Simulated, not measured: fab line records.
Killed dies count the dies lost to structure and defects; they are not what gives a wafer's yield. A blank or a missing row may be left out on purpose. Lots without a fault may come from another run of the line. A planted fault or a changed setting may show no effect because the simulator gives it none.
Which tool was responsible? ; flow nand-harc ; 12 lots, 36 wafers sampled, at 6 steps of a route of 1302

WHAT THE GAUGES READ, wafer by wafer
NHARC_A_CHANNEL_HOLE_D2_INSPECT_40. Usual: raw-defect-count at 278, with a standard deviation of 75.
lot;measured;on;raw-defect-count;flag
L731;day 13 13:16;defect-inspect-02;297 411 347;
L733;day 14 11:07;defect-inspect-01;176 270 342;
L732;day 14 11:59;defect-inspect-01;331 338 433;
L735;day 15 14:03;defect-inspect-01;215 243 295;
L737;day 15 23:34;defect-inspect-01;315 377 379;
L740;day 18 00:26;defect-inspect-02;191 689 331;
L743;day 18 08:47;defect-inspect-02;578 173 222;
L748;day 20 23:16;defect-inspect-02;340 205 222;
L749;day 20 23:43;defect-inspect-01;147 155 144;
L751;day 22 02:29;defect-inspect-02;295 263 345;
L750;day 22 02:39;defect-inspect-01;162 152 381;
L753;day 22 13:58;defect-inspect-01;278 320 297;

NHARC_END_SORT_01. Usual: killed-at-array 61, standard deviation 26; killed-at-other 0.8, standard deviation 1.1; killed-at-periphery 4.0, standard deviation 2.6; killed-dies 66, standard deviation 26; killed-open 3.1, standard deviation 1.7; killed-short 2.5, standard deviation 1.5.
lot;measured;on;killed-at-array;killed-at-other;killed-at-periphery;killed-dies;killed-open;killed-short;flag
L740;day 28 19:53;prober-01;48 110 54;1 0 0;4 2 3;53 112 57;5 0 3;2 2 3;
L743;day 29 17:56;prober-01;95 38 41;0 2 0;4 3 2;99 43 43;3 4 5;4 4 1;

TOOL THAT RAN EACH LOT (tool first, then ch and the chambers of the sampled wafers, then the start)
lot;NHARC_A_CHANNEL_HOLE_D2_ETCH_21;NHARC_A_CHANNEL_HOLE_D2_ETCH_26;NHARC_A_CHANNEL_HOLE_D2_STRIP_43;NHARC_A_CHANNEL_FILL_D2_ALD_14
L731;har-etch-02 ch 0,1, day 13 07:59;har-etch-02 ch 0,1, day 13 11:20;rie-diel-06 ch 0,2, day 13 12:13;ald-hk-01 ch 0,1,3, day 13 20:30
L733;har-etch-01 ch 0,1, day 14 05:50;har-etch-01 ch 0,1, day 14 09:11;rie-diel-06 ch 1,3, day 14 10:04;ald-hk-03 ch 0,2,3, day 14 18:23
L732;har-etch-02 ch 0,1, day 14 06:42;har-etch-02 ch 0,1, day 14 10:04;rie-diel-07 ch 0,2,3, day 14 10:56;ald-hk-02 ch 1,2,3, day 14 18:19
L735;har-etch-02 ch 0, day 15 08:47;har-etch-02 ch 0, day 15 12:08;rie-diel-07 ch 1,3, day 15 13:01;ald-hk-01 ch 1,2, day 15 21:48
L737;har-etch-02 ch 0,1, day 15 18:20;har-etch-02 ch 0,1, day 15 21:39;rie-diel-07 ch 0,2,3, day 15 22:32;ald-hk-01 ch 0,1,3, day 16 08:59
L740;har-etch-02 ch 0,1, day 17 19:18;har-etch-02 ch 0,1, day 17 22:35;rie-diel-07 ch 1,2, day 17 23:24;ald-hk-03 ch 0,3, day 18 07:35
L743;har-etch-02 ch 0,1, day 18 03:29;har-etch-02 ch 0,1, day 18 06:51;rie-diel-07 ch 1,2,3, day 18 07:44;ald-hk-02 ch 0,2, day 18 15:22
L748;har-etch-01 ch 0,1, day 20 17:56;har-etch-01 ch 0,1, day 20 21:17;rie-diel-08 ch 0,2,3, day 20 22:11;ald-hk-03 ch 1,2, day 21 06:29
L749;har-etch-02 ch 0,1, day 20 18:26;har-etch-02 ch 0,1, day 20 21:47;rie-diel-06 ch 0,1,3, day 20 22:41;ald-hk-01 ch 1,2,3, day 21 06:29
L751;har-etch-01 ch 0,1, day 21 21:11;har-etch-01 ch 0,1, day 22 00:33;rie-diel-06 ch 0,1,3, day 22 01:26;ald-hk-03 ch 0,2,3, day 22 09:41
L750;har-etch-02 ch 0,1, day 21 21:31;har-etch-02 ch 0,1, day 22 00:47;rie-diel-08 ch 0,2,3, day 22 01:36;ald-hk-02 ch 0,2, day 22 09:44
L753;har-etch-01 ch 0,1, day 22 08:45;har-etch-01 ch 0,1, day 22 12:04;rie-diel-07 ch 0,2,3, day 22 12:56;ald-hk-01 ch 0,2,3, day 22 21:11
- NHARC_A_CHANNEL_HOLE_D2_ETCH_21: etches the open film in C4F8/O2/Ar, time 514.3 s, target depth 1600 nm.
- NHARC_A_CHANNEL_HOLE_D2_ETCH_26: etches the open film in C4F8/O2/Ar, time 224.1 s, target depth 300 nm.
- NHARC_A_CHANNEL_HOLE_D2_STRIP_43: strips in O2/COS.
- NHARC_A_CHANNEL_FILL_D2_ALD_14: deposits SiO2, target thk 2.5 nm, pulse time 10 s, ald cycles 25.

AS READ BY THE TOOLS THEMSELVES (means over the sampled wafers that have a number; for cases with no such wafer, the mark the record gives instead)
NHARC_A_CHANNEL_HOLE_D2_ETCH_21. Usual: drypump-motor-current-A 5.4 A, standard deviation 0.58; showerhead-plenum-p-Torr 3.69 Torr, standard deviation 0.099; throttle-valve-pct 32.154 %, standard deviation 0.0094.
lot;tool;drypump-motor-current-A (A);showerhead-plenum-p-Torr (Torr);throttle-valve-pct (%);flag
L731;har-etch-02;5.0;3.70;32.161;
L733;har-etch-01;6.0;3.67;32.150;
L732;har-etch-02;5.0;3.69;32.152;
L735;har-etch-02;4.8;3.71;32.156;
L737;har-etch-02;5.1;3.64;32.153;
L740;har-etch-02;5.2;3.85;32.149;
L743;har-etch-02;5.0;3.77;32.157;
L748;har-etch-01;6.0;3.62;32.154;
L749;har-etch-02;5.1;3.83;32.153;
L751;har-etch-01;6.1;3.61;32.154;
L750;har-etch-02;5.0;3.75;32.159;
L753;har-etch-01;6.1;3.61;32.162;

NHARC_A_CHANNEL_HOLE_D2_ETCH_26. Usual: drypump-motor-current-A 5.4 A, standard deviation 0.59; showerhead-plenum-p-Torr 3.73 Torr, standard deviation 0.1; throttle-valve-pct 24.584 %, standard deviation 0.0097.
lot;tool;drypump-motor-current-A (A);showerhead-plenum-p-Torr (Torr);throttle-valve-pct (%);flag
L731;har-etch-02;5.0;3.74;24.583;
L733;har-etch-01;6.0;3.72;24.582;
L732;har-etch-02;5.0;3.73;24.581;
L735;har-etch-02;4.8;3.76;24.579;
L737;har-etch-02;5.1;3.68;24.586;
L740;har-etch-02;5.1;3.91;24.594;
L743;har-etch-02;5.0;3.82;24.576;
L748;har-etch-01;6.0;3.66;24.581;
L749;har-etch-02;5.1;3.88;24.581;
L751;har-etch-01;6.0;3.65;24.584;
L750;har-etch-02;5.0;3.79;24.586;
L753;har-etch-01;6.1;3.65;24.589;

NHARC_A_CHANNEL_FILL_D2_ALD_14. Usual: heater-power-outer-w 258 W, standard deviation 36; heater-power-w 449 W, standard deviation 52; precursor-pulse-height-rel 1.001, standard deviation 0.019.
lot;tool;heater-power-outer-w (W);heater-power-w (W);precursor-pulse-height-rel;flag
L731;ald-hk-01;256;457;0.992;
L733;ald-hk-03;254;437;0.998;
L732;ald-hk-02;248;445;0.999;
L735;ald-hk-01;232;426;1.015;
L737;ald-hk-01;258;454;1.008;
L740;ald-hk-03;257;444;0.995;
L743;ald-hk-02;292;494;1.005;
L748;ald-hk-03;221;368;0.969;
L749;ald-hk-01;238;419;1.001;
L751;ald-hk-03;248;430;0.994;
L750;ald-hk-02;257;459;0.995;
L753;ald-hk-01;254;439;0.997;

THE ANSWER, worked out from the rows above alone
Rule: take the mean of a lot's wafers that have a number; if it is more than 3 standard deviations from the usual mean, the lot is off. Also off: a lot with no number at a reading for which 4 or more lots have one. The other lots that the step has rows for count as sound. The gauges are gone through in route order, then the tools' own readings, and for those a lot's mean is taken as printed above. At the first step where some lot is off, the reading lying furthest off is the one used; lots without a number count as furthest.
None of the lots is off at any reading shown; this tells nothing.

WHAT THE SIMULATOR HAD PUT IN
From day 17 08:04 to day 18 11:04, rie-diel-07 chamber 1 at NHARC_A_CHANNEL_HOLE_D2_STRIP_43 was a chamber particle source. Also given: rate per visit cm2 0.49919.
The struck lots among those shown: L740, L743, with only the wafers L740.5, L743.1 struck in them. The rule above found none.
